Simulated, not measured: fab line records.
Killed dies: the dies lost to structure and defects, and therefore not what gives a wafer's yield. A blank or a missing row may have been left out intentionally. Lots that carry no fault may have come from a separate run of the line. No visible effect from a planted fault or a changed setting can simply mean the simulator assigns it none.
fab line records | flow n5-finfet
[record] lots = 7 wafers = 39
route steps=1938 shown WELL_APT@26 DUMMY_GATE@221 SD_EPI_P@321 GATE_CUT@510 MOL_CONTACT_COAG@615 BEOL_M0@734 BEOL_M3@998 BEOL_M4@1111
start-h: the number of hours between the record's first day and the start of the first shown wafer of the lot | wait-h: time in hours since the lot's previous step | " as in the row above | L1.1+2: one row covering several wafers at once | - no value, or no start was given | * or withheld: withheld | < > ~ a bound
route shown NAME@n: NAME is a module with steps in the file, n the number in the route of the first one | usual: average and standard deviation across the fault-free wafers | same: alike in all rows | chamber/n: place in a boat | sites: per-site readings | _std_site: how widely they spread, as a standard deviation | _edge_site: mean of outer sites minus mean of inner sites | radius-mm: for every site, how far away it sits from the centre of the wafer | mask NAME#n: copy n | behind: the last tool/chamber to shape the wafer | hold: cause of the lot's hold/its duration in hours/its outcome | device: names the non-switching transistor (n, p or np) | end of line: the same wafers' tests at the end of the route | a step without rows: its recipe alone | killed: dies lost to structure and defects at the first sort, not the wafer's yield | map: a wafer's dies, x killed, . not, _ none there
set.NAME: the setting the step ran with; set.NAME@STEP: the setting that earlier step ran with | model.NAME: the simulator's own value behind a step, which no gauge read
one table per step and one row per wafer, for lots whose settings were changed on purpose
[[steps]]
[step N5_WELL_APT_DEVELOP_07]
[recipe] develop-time-s = 45 rinse-liquid = surfactant-rinse dry = air-spin dev-temp-c = 21
[step N5_DUMMY_GATE_PECVD_30]
[recipe] material = SiO2 target-thk-a = 550 temp-c = 400 precursor = TEOS/O2 pressure-torr = 6.5 rf-w = withheld teos-flow-sccm = withheld gas = O2 flow-sccm = 2650 time-s = 10.8
[step N5_SD_EPI_P_EPI_21]
[recipe] material = SiGe:B dopant = B temp-c = 550 pressure-torr = 20 ambient = H2 time-s = 355
[step N5_GATE_CUT_ALD_22]
[recipe] material = SiNx target-thk-a = 160 temp-c = 400 ald-precursor-family = SiH2I2 ald-co-reactant = N2/H2-plasma pulse-time-s = 1 ald-cycles = 320 purge-time-s = 2 co-reactant-purge-time-s = 2 pressure-torr = 2
[step N5_MOL_CONTACT_COAG_VIA_ETCH_117]
[recipe] chemistry = C4F6/O2 target-depth-a = 400 overetch-a = 80 mask-material = SOC target = SiO2 bias-w = 455 pressure-mtorr = 10 time-s = 26 source-w = 325 Ar_flow_sccm = 300 C4F6_flow_sccm = 10 O2_flow_sccm = 10 ion-energy-ev = 575.3 ends = end-point
[step N5_BEOL_M0_SPUTTER_116]
[recipe] material = Cu target-thk-a = 40 temp-c = -20 chamber-pressure-pa = 0.07 power-w = withheld time-s = 7.37
[step N5_BEOL_M3_SPUTTER_81]
[recipe] material = Cu target-thk-a = 45 temp-c = -20 chamber-pressure-pa = 0.07 power-w = withheld time-s = 8.29
[step N5_BEOL_M4_RC_MEAS_101]
[usual] REXT_P = 100.3/2.6 RS_SD_P = 65.8/0.97 VT_P = -251/3 VT_P_LVT = -99.1/2.7
// columns lot.wafer tool chamber start-h wait-h set.develop-time-s@WELL_APT_DEVELOP_07 set.time-s@DUMMY_GATE_PECVD_30 set.time-s@SD_EPI_P_EPI_21 set.ald-cycles@GATE_CUT_ALD_22 set.target-depth-a@MOL_CONTACT_COAG_VIA_ETCH_117 set.time-s@BEOL_M0_SPUTTER_116 set.time-s@BEOL_M3_SPUTTER_81 REXT_P[ohm.um] RS_SD_P[ohm/sq] VT_P[mV] VT_P_LVT[mV]
L074.1 prober-01 0 205.02 0.0 45 8.606 355 320 278.1 7.37 8.29 - - - -
L074.2 " 0 " " 18.9 10.8 355 320 278.1 7.37 3.783 - - - -
L074.3 " 0 " " 45 10.8 355 193 400 11.56 8.29 101.8 64.6 -253 -101.5
L074.4 " 0 " " 45 8.606 355 193 278.1 11.56 3.783 - - - -
L074.5 " 0 " " 18.9 10.8 355 320 400 11.56 8.29 98.1 64.3 -252 -99.6
L074.6 " 0 " " 18.9 8.606 355 193 400 7.37 3.783 101.1 64.2 -252 -100.1
L083.1 prober-02 0 261.06 0.0 68.22 5.983 355 371 618.3 7.37 8.29 97.3 66.2 -247 -96.9
L083.2 " 0 " " 68.22 5.983 455.5 320 400 7.37 12.39 96.6 55.7 -246 -96.2
L083.3 " 0 " " 45 10.8 355 371 400 7.37 8.29 100.3 65.7 -249 -98.4
L083.4 " 0 " " 45 5.983 455.5 371 618.3 7.37 12.39 94.5 55.5 -243 -93.9
L083.5 " 0 " " 68.22 10.8 455.5 320 618.3 7.37 8.29 97.4 55.2 -250 -95.3
L083.6 " 0 " " 45 10.8 355 320 400 7.37 12.39 98.6 65.5 -244 -95.7
L084.1 prober-02 0 264.42 0.0 23.34 6.765 355 320 400 6.239 12.85 99.3 65.0 -249 -94.0
L084.2 " 0 " " 23.34 6.765 472.8 320 400 7.37 8.29 98.8 53.8 -244 -92.0
L084.3 " 0 " " 45 10.8 472.8 320 573.7 6.239 12.85 98.0 53.3 -247 -96.5
L084.4 " 0 " " 23.34 10.8 355 320 573.7 7.37 8.29 100.2 64.8 -246 -94.8
L084.5 " 0 " " 45 6.765 355 320 573.7 6.239 8.29 100.6 64.8 -249 -95.8
L084.6 " 0 " " 45 10.8 472.8 320 400 7.37 12.85 97.7 53.6 -244 -95.7
L086.1 prober-02 0 271.14 0.0 20.32 10.8 355 320 400 7.37 5.261 98.4 66.4 -251 -98.0
L086.2 " 0 " " 20.32 17.1 355 320 400 10.34 5.261 98.5 64.8 -253 -97.6
L086.3 " 0 " " 45 10.8 242.2 320 400 7.37 5.261 111.0 87.7 -263 -109.9
L086.4 " 0 " " 20.32 17.1 242.2 320 400 10.34 8.29 111.6 88.2 -258 -107.1
L086.5 " 0 " " 45 10.8 242.2 320 400 10.34 8.29 110.2 88.7 -257 -104.9
L086.6 " 0 " " 45 17.1 355 320 400 7.37 8.29 97.8 65.6 -250 -98.0
L088.1 prober-02 0 302.11 0.0 45 10.8 355 320 543.2 4.448 8.29 101.0 65.9 -253 -102.9
L088.2 " 0 " " 45 10.8 355 320 543.2 7.37 8.29 100.7 66.2 -253 -100.0
L088.3 " 0 " " 45 10.8 176.7 320 400 7.37 8.29 122.4 123.3 -269 -118.2
L088.4 " 0 " " 45 5.826 176.7 320 400 4.448 8.29 124.4 122.1 -270 -117.4
L088.5 " 0 " " 45 5.826 176.7 320 543.2 4.448 8.29 125.0 122.9 -269 -116.1
L088.6 " 0 " " 45 5.826 355 320 400 7.37 8.29 101.8 66.4 -253 -100.2
L091.1 prober-01 0 302.65 0.0 45 7.63 355 241 400 5.877 8.29 98.8 65.8 -250 -102.9
L091.2 " 0 " " 45 10.8 244.1 320 400 7.37 6.914 110.6 90.5 -263 -111.8
L091.3 " 0 " " 29.72 10.8 355 241 499.8 7.37 8.29 99.6 66.7 -251 -101.7
L091.4 " 0 " " 45 7.63 355 320 499.8 5.877 6.914 99.2 67.1 -256 -104.7
L091.5 " 0 " " 29.72 7.63 244.1 320 400 7.37 8.29 112.6 89.6 -262 -112.1
L091.6 " 0 " " 29.72 10.8 244.1 241 499.8 5.877 6.914 111.2 89.9 -263 -114.2
L094.4 prober-01 0 316.37 0.5 45 10.8 355 320 400 7.37 8.29 100.1 65.9 -253 -99.7
L094.5 " 0 " " 45 10.8 355 320 400 7.37 8.29 101.8 66.0 -252 -98.2
L094.6 " 0 " " 45 10.8 355 320 400 7.37 8.29 100.8 66.7 -251 -96.1
[[key]]
[split] step = N5_WELL_APT_DEVELOP_07 setting = develop-time-s stated-as = 45
response none clear
[split] step = N5_DUMMY_GATE_PECVD_30 setting = time-s stated-as = 10.8
response none clear
[split] step = N5_SD_EPI_P_EPI_21 setting = time-s stated-as = 355
[response] step = N5_BEOL_M4_RC_MEAS_101 reading = RS_SD_P slope = -0.778 per = 1% together-with = all explained = 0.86
[response] step = N5_BEOL_M4_RC_MEAS_101 reading = REXT_P slope = -0.325 per = 1% together-with = all explained = 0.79
[response] step = N5_BEOL_M4_RC_MEAS_101 reading = VT_P_LVT slope = +0.236 per = 1% together-with = all explained = 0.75
[response] step = N5_BEOL_M4_RC_MEAS_101 reading = VT_P slope = +0.234 per = 1% together-with = all explained = 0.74
[split] step = N5_GATE_CUT_ALD_22 setting = ald-cycles stated-as = 320
response none clear
[split] step = N5_MOL_CONTACT_COAG_VIA_ETCH_117 setting = target-depth-a stated-as = 400
response none clear
[split] step = N5_BEOL_M0_SPUTTER_116 setting = time-s stated-as = 7.37
response none clear
[split] step = N5_BEOL_M3_SPUTTER_81 setting = time-s stated-as = 8.29
response none clear
